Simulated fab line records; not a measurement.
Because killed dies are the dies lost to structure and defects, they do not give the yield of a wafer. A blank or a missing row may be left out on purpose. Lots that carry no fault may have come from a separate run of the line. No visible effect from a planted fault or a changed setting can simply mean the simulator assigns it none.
Which tool is to blame? ; flow nand_harc ; 6 lots with 18 wafers sampled at 5 steps, on a route of 1302 steps

== WHAT THE GAUGES READ, wafer by wafer ==
NHARC_END_SORT_01.
lot;measured;on;killed_at_array
L426;day 26 21:12;prober-02;66 63 52
L440;day 33 14:46;prober-02;45 47 44

== WHAT TOOL EACH LOT RAN ON (gives the tool, then ch and the chambers of the sampled wafers, and finally the start) ==
lot;NHARC_A_CHANNEL_HOLE_D1_ETCH_34;NHARC_A_CHANNEL_HOLE_D1_ETCH_24;NHARC_A_CHANNEL_HOLE_D1_ETCH_44;NHARC_A_CHANNEL_FILL_D1_ALD_14
L426;rie_diel-07 ch 2,3, day 11 08:36 or earlier;har_etch-02 ch 0,1, day 11 08:36;rie_diel-07 ch 0,1, day 11 11:05;ald_hk-01 ch 2,3, day 11 19:16
L427;rie_diel-07 ch 0,3, day 12 12:50 or earlier;har_etch-02 ch 0, day 12 12:50;rie_diel-07 ch 2,3, day 12 17:28;ald_hk-04 ch 0,1,2, day 13 02:49
L433;rie_diel-07 ch 0,2,3, day 14 15:02 or earlier;har_etch-02 ch 0,1, day 14 15:02;rie_diel-07 ch 1,2,3, day 14 17:25;ald_hk-03 ch 1,2,3, day 15 01:44
L438;rie_diel-11 ch 0,2, day 16 08:25 or earlier;har_etch-01 ch 0,1, day 16 08:25;rie_diel-11 ch 0,2,3, day 16 11:02;ald_hk-04 ch 0,2,3, day 16 19:01
L440;rie_diel-07 ch 0,2, day 17 12:52 or earlier;har_etch-01 ch 0,1, day 17 12:52;rie_diel-07 ch 0,1,2, day 17 15:28;ald_hk-03 ch 1,2,3, day 17 23:59
L442;rie_diel-07 ch 0,1, day 18 11:12 or earlier;har_etch-01 ch 1, day 18 11:12;rie_diel-07 ch 2,3, day 18 13:40;ald_hk-01 ch 0,1,3, day 18 21:58
- NHARC_A_CHANNEL_HOLE_D1_ETCH_34: etches the open film in CF4/CHF3, target depth 154 nm, time 77 s.
- NHARC_A_CHANNEL_HOLE_D1_ETCH_24: etches the open film in C4F8/O2/Ar, time 906.2 s, target depth 1500 nm.
- NHARC_A_CHANNEL_HOLE_D1_ETCH_44: etches the open film in CF4/O2, target depth 140 nm, overetch 14 nm, time 77 s.
- NHARC_A_CHANNEL_FILL_D1_ALD_14: deposits SiO2, target thk 2.5 nm, pulse time 10 s, ald cycles 25.

== THE ANSWER, worked out from the rows above alone ==
Rule: what is usual is taken from the lots themselves. Put in order of their means at a reading, lots are off if they are a third of the lots or fewer, leave a main group of 4 or more, and stand apart from it by a gap of 3 or more times the standard deviation of the main group's means; of several such gaps the widest counts. The tables above print the reading to a certain number of digits; a main group whose means all agree to those digits is not used. A lot without any number at a reading at which 4 lots or more have one is off too. All remaining lots with rows at the step are treated as sound.
Nothing can be told from this: no lot is off at any reading shown.

== WHAT THE SIMULATOR HAD PUT IN ==
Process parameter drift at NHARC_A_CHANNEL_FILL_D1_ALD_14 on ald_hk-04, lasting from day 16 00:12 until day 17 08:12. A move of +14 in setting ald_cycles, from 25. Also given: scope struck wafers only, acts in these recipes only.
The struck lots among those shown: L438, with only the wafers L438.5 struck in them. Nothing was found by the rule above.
